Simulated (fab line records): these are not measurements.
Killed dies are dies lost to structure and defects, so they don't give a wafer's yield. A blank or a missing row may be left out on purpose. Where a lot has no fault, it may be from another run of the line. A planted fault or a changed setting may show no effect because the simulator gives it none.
One fault through the eyes of 2 desks + flow nand_harc + every desk sees just its own numbers, and what lay behind them comes last

== FROM THE METROLOGY DESK ==
Lot by lot, what the gauges showed, no matter which tool ran the lot: averages of those sampled wafers that carry a number. A lot is out of limits, marked OUT, if its mean lies more than 4 standard deviations from the usual mean; the brackets give that distance.
Columns: A = overlay_x_nm at NHARC_P_M0_OVL_MEAS_10, usual 0.2 nm; B = overlay_y_nm at NHARC_P_M0_OVL_MEAS_10, usual 0.1 nm
| lot  | first seen here | A    | B    |
|------|-----------------|------|------|
| L186 | day 7 09:53     | 0.2  | 0.2  |
| L191 | day 9 15:43     | 1.5  | 0.6  |
| L197 | day 11 23:59    | -0.5 | -0.7 |
| L198 | day 12 05:47    | 0.1  | 0.6  |
| L199 | day 12 11:38    | -1.3 | 0.2  |
| L201 | day 13 16:28    | -0.1 | 0.0  |
| L203 | day 14 06:08    | -0.1 | 0.7  |
| L204 | day 15 06:04    | 0.0  | -0.0 |
| L205 | day 15 11:05    | -0.1 | 0.2  |
| L206 | day 15 17:38    | -0.4 | -0.4 |
Finding of this desk: none of the 10 lots has anything out of limits.

== TOOL OWNER'S DESK, rie_diel-13 ==
The tool's own readings at NHARC_P_M0_ETCH_34 (etches the open film in N2/H2, target depth 40 nm, overetch 12 nm, time 43.94 s): means of the sampled wafers that have a number, for each lot that ran on this tool. A lot is out of limits, marked OUT, if its mean lies more than 4 standard deviations from the usual mean; the brackets give that distance.
Columns: A = drypump_motor_current_A at NHARC_P_M0_ETCH_34, usual 5.8 A; B = mfc_ar_sccm at NHARC_P_M0_ETCH_34, usual 0.009 sccm; C = n2_flow_sccm at NHARC_P_M0_ETCH_34, usual 150.0 sccm; D = oes_product_au at NHARC_P_M0_ETCH_34, usual 0.999 a.u.; E = rf_vpp_V at NHARC_P_M0_ETCH_34, usual 429.7 V; F = showerhead_plenum_p_Torr at NHARC_P_M0_ETCH_34, usual 2.01 Torr; G = throttle_valve_pct at NHARC_P_M0_ETCH_34, usual 14.172 %
| lot  | first seen here | A   | B     | C     | D                | E     | F    | G      |
|------|-----------------|-----|-------|-------|------------------|-------|------|--------|
| L186 | day 7 10:04     | 5.5 | 0.000 | 149.6 | 1.006            | 427.4 | 1.93 | 14.165 |
| L191 | day 9 15:54     | 5.8 | 0.002 | 150.2 | 0.955 (-5.1) OUT | 429.0 | 1.95 | 14.166 |
| L197 | day 12 00:10    | 5.9 | 0.004 | 150.1 | 0.994            | 427.5 | 1.93 | 14.173 |
| L198 | day 12 05:58    | 6.1 | 0.004 | 150.1 | 1.001            | 428.0 | 1.97 | 14.171 |
| L201 | day 13 16:38    | 5.8 | 0.002 | 149.6 | 1.002            | 427.3 | 1.95 | 14.173 |
This desk finds L191 out of limits, L191 being first, at day 9 15:54 (oes_product_au at NHARC_P_M0_ETCH_34). Within limits: L186, L197, L198, L201.

== TAKEN TOGETHER ==
An alarm could have come from the tool owner's desk at day 9 15:54, on L191.
The metrology desk saw nothing out of limits.
The metrology desk has L191 on record, within its limits.
Every lot named ran NHARC_P_M0_ETCH_34 on rie_diel-13.

== WHAT THE SIMULATOR HAD PUT IN ==
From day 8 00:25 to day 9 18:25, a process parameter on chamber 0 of rie_diel-13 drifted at NHARC_P_M0_ETCH_34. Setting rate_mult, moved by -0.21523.
Shown lots that were struck: L191.
Each desk's first reading out of limits, in hours after the fault started: the tool owner's desk, 39.
